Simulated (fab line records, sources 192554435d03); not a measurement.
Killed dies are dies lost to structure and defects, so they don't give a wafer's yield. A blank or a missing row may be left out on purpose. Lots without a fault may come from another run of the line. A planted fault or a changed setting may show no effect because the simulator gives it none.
A struck lot beside a sound one | flow n5_finfet | 19 steps out of a route of 1938
Sound: wafers L657.1, L657.5, L657.6. Struck: wafers L667.4, L667.5, L667.6. The cause comes at the end.
At each step with rows: each side's tool, then ch and its chambers, then its first start. Under that, the readings that differ: sound wafers | struck wafers | difference of the means | sigmas: that difference in standard deviations of wafers without a fault.
alike: readings whose means differ by less than 2 such deviations, and words and numbers that are the same on both sides. not compared: withheld readings, readings that some wafer has no value for, bounds like >300 that may hide the same value, and numbers for which the record gives no deviation and whose values overlap.
The two part at a step that has a row with sigmas, a row that says differs or no value, or rows on one side only. Numbers that don't overlap but have no deviation are shown without sigmas and don't part them. A reading that every wafer of one side lacks parts them only if that side has two wafers or more.

first, 7 steps without rows for these wafers: N5_BEOL_M9_COAT_60 (time 60 s, resist thk 30 nm); N5_BEOL_M9_COAT_05 (resist thk 90 nm); N5_BEOL_M9_EBR_07; N5_BEOL_M9_SOFTBAKE_06 (time 60 s); N5_BEOL_M9_EXPOSE_08 (exposes mask M9); N5_BEOL_M9_PEB_09 (peb time 60 s); N5_BEOL_M9_DEVELOP_10 (develop time 30 s).
N5_BEOL_M9_CD_MEAS_11: target cd 64.1 nm.
  sound on cd_sem-03 ch 0, day 10 03:12; struck on cd_sem-02 ch 0, day 12 22:10
  alike: cd_nm
N5_BEOL_M9_OVL_MEAS_12:
  sound on overlay-01 ch 0, day 10 03:14; struck on overlay-02 ch 0, day 12 22:12
  alike: M9_OVL
N5_BEOL_M9_INSPECT_13: inspects for defects (brightfield).
  sound on defect_inspect-02, day 10 03:15; struck on defect_inspect-02, day 12 22:14
  alike: raw_defect_count
N5_BEOL_M9_DESCUM_16: chemistry O2, time 7.9 s.
  sound on rie_diel-01 ch 0,1,2, day 10 03:17; struck on rie_diel-01 ch 1,2,3, day 12 22:20
  alike: drypump_motor_current_A, oes_product_au, rf_vpp_V, showerhead_plenum_p_Torr, throttle_valve_pct
  not compared: rf_hours_counter_h
N5_BEOL_M9_ETCH_61: etches SiARC in CF4, target depth 39 nm, time 65 s.
  sound on rie_diel-01 ch 0,1,2, day 10 03:19; struck on rie_diel-01 ch 1,2,3, day 12 22:23
  alike: bias_w, cf4_flow_sccm, drypump_motor_current_A, etch_rf_on_time_s, oes_product_au, rf_vpp_V, showerhead_plenum_p_Torr, throttle_valve_pct
  not compared: rf_hours_counter_h
N5_BEOL_M9_ETCH_62: etches SOC in N2/H2, target depth 110 nm, overetch 22 nm, time 165 s.
  sound on rie_diel-01 ch 0,1,2, day 10 03:22; struck on rie_diel-01 ch 1,2,3, day 12 22:28
  no value came back on the struck wafers for any of 7 readings (bias_w (W), chamber_pressure_mTorr (mTorr) and others); on the sound wafers bias_w (W) reads 150.2 150.6 149.4
  reading                                      | sound          | struck         | difference | sigmas
  model.CAR-ArF_of_BEOL_M9_COAT_05.thk_nm (nm) | 0 0 0          | 55.8 55.6 55.6 | +55.7      |
  model.SiARC_of_BEOL_M9_COAT_60.thk_nm (nm)   | 23.6 23.4 23.8 | 30 30 30       | +6         |
  not compared: rf_hours_counter_h
then, 1 step without rows for these wafers: N5_BEOL_M9_STRIP_68 (strips in N2/H2).
N5_BEOL_M9_STRIP_67: strips in CF4.
  sound on rie_diel-01 ch 0,1,2, day 10 03:31; struck on rie_diel-01 ch 1,2,3, day 12 22:34
  alike: drypump_motor_current_A, oes_product_au, rf_vpp_V, showerhead_plenum_p_Torr, throttle_valve_pct
  not compared: rf_hours_counter_h
N5_BEOL_M9_HM_OPEN_17: chemistry Cl2/BCl3, target TiN, target depth 20 nm, overetch 6 nm.
  sound on rie_metal-03 ch 0,1, day 10 03:34; struck on rie_metal-03 ch 0,1, day 12 22:37
  reading                | sound             | struck            | difference | sigmas
  oes_product_au (a.u.)  | 0.60 0.56 0.60    | 0.25 0.26 0.24    | -0.34      | -3
  throttle_valve_pct (%) | 22.31 22.21 22.28 | 22.87 22.96 22.88 | +0.64      | +4
  alike: drypump_motor_current_A, he_backside_leak_sccm
  not compared: rf_hours_counter_h
N5_BEOL_M9_STRIP_19: strips in O2.
  sound on rie_diel-03 ch 1,2,3, day 10 03:40; struck on rie_diel-01 ch 1,2,3, day 12 22:43
  alike: drypump_motor_current_A, oes_product_au, rf_vpp_V, showerhead_plenum_p_Torr, throttle_valve_pct
  not compared: rf_hours_counter_h
N5_BEOL_M9_CD_MEAS_18: pitch 140 nm, target cd 70 nm.
  sound on cd_sem-02, day 10 03:44; struck on cd_sem-02, day 12 22:47
  reading    | sound          | struck | difference                    | sigmas
  cd_nm (nm) | 70.4 70.3 70.0 | - - -  | no value on the struck wafers |
then, 1 step without rows for these wafers: N5_BEOL_M9_COAT_63 (time 60 s, resist thk 60 nm).

WHERE THEY PART
First at N5_BEOL_M9_ETCH_62; last, within this record, at N5_BEOL_M9_CD_MEAS_18.

WHY: what the simulator had put in
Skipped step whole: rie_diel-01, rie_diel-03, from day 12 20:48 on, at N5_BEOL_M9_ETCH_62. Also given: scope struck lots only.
